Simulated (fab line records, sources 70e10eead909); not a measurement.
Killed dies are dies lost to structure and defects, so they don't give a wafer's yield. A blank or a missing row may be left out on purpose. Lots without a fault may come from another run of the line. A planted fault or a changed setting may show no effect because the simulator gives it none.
One fault seen from 2 desks | flow nand_harc | each desk has only its own numbers; what lay behind them comes last

THE METROLOGY DESK
What the gauges read, lot by lot, whatever tool the lot ran on: means of the sampled wafers that have a number. A lot is out of limits, marked OUT, if its mean lies more than 4 standard deviations from the usual mean; the brackets give that distance.
Columns: A = cd_nm at NHARC_A_SGD_CUT_CD_MEAS_09, usual 99.8 nm
lot  | first seen here | A
L860 | day 20 01:56    | 100.0
L862 | day 20 05:49    | 99.4
L864 | day 20 22:26    | 100.3
L861 | day 20 22:37    | 100.7
L867 | day 22 09:46    | 99.4
L866 | day 22 10:00    | 100.4
L868 | day 23 03:04    | 99.7
L870 | day 23 17:07    | 100.2
L877 | day 27 00:14    | 99.7
L879 | day 27 12:57    | 99.5
L881 | day 28 03:31    | 99.5
L882 | day 28 14:15    | 100.2
This desk's finding: nothing out of limits on any of the 12 lots.

THE TOOL OWNER'S DESK: rie_diel-06
The tool's own readings at NHARC_A_SGD_CUT_ETCH_58 (etches the open film in CF4, target depth 39 nm, time 65 s): means of the sampled wafers that have a number, for each lot that ran on this tool. A lot is out of limits, marked OUT, if its mean lies more than 4 standard deviations from the usual mean; the brackets give that distance.
Columns: A = cf4_flow_sccm at NHARC_A_SGD_CUT_ETCH_58, usual 150.0 sccm; B = drypump_motor_current_A at NHARC_A_SGD_CUT_ETCH_58, usual 5.6 A; C = oes_product_au at NHARC_A_SGD_CUT_ETCH_58, usual 0.999 a.u.; D = rf_vpp_V at NHARC_A_SGD_CUT_ETCH_58, usual 151.4 V; E = run_length_s at NHARC_A_SGD_CUT_ETCH_58, usual 86.2 s; F = showerhead_plenum_p_Torr at NHARC_A_SGD_CUT_ETCH_58, usual 1.79 Torr; G = throttle_valve_pct at NHARC_A_SGD_CUT_ETCH_58, usual 13.283 %
lot  | first seen here | A     | B   | C     | D     | E              | F    | G
L860 | day 20 02:13    | 149.6 | 5.5 | 1.005 | 150.7 | 86.1           | 1.76 | 13.266
L864 | day 20 22:42    | 149.9 | 5.3 | 0.994 | 152.0 | 86.6           | 1.81 | 13.291
L867 | day 22 10:02    | 149.6 | 5.7 | 1.001 | 151.1 | 86.3           | 1.78 | 13.283
L868 | day 23 03:20    | 150.1 | 5.5 | 0.993 | 151.6 | 74.6 (-28) OUT | 1.76 | 13.288
L870 | day 23 17:24    | 149.4 | 5.5 | 1.002 | 151.6 | 81.4 (-12) OUT | 1.80 | 13.279
L877 | day 27 00:31    | 149.9 | 5.6 | 0.998 | 150.8 | 86.4           | 1.76 | 13.272
L879 | day 27 13:13    | 149.8 | 5.2 | 1.001 | 152.3 | 86.0           | 1.84 | 13.284
L881 | day 28 03:48    | 149.9 | 5.5 | 1.000 | 151.1 | 86.5           | 1.76 | 13.279
This desk's finding: out of limits on L868, L870; first on L868, day 23 03:20 (run_length_s at NHARC_A_SGD_CUT_ETCH_58). In limits: L860, L864, L867, L877, L879, L881.

PUT TOGETHER
The tool owner's desk could have raised an alarm at day 23 03:20, on L868, L870.
The metrology desk saw nothing out of limits.
The metrology desk has L868, L870 on record, within its limits.
Of the lots named, all ran NHARC_A_SGD_CUT_ETCH_58 on rie_diel-06.

WHAT THE SIMULATOR HAD PUT IN
Process parameter drift: rie_diel-06, from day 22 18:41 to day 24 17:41, at NHARC_A_SGD_CUT_ETCH_58. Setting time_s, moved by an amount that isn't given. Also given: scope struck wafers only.
Lots struck among those shown: L868, L870.
Hours from the fault's start to each desk's first reading out of limits: the tool owner's desk, 9.
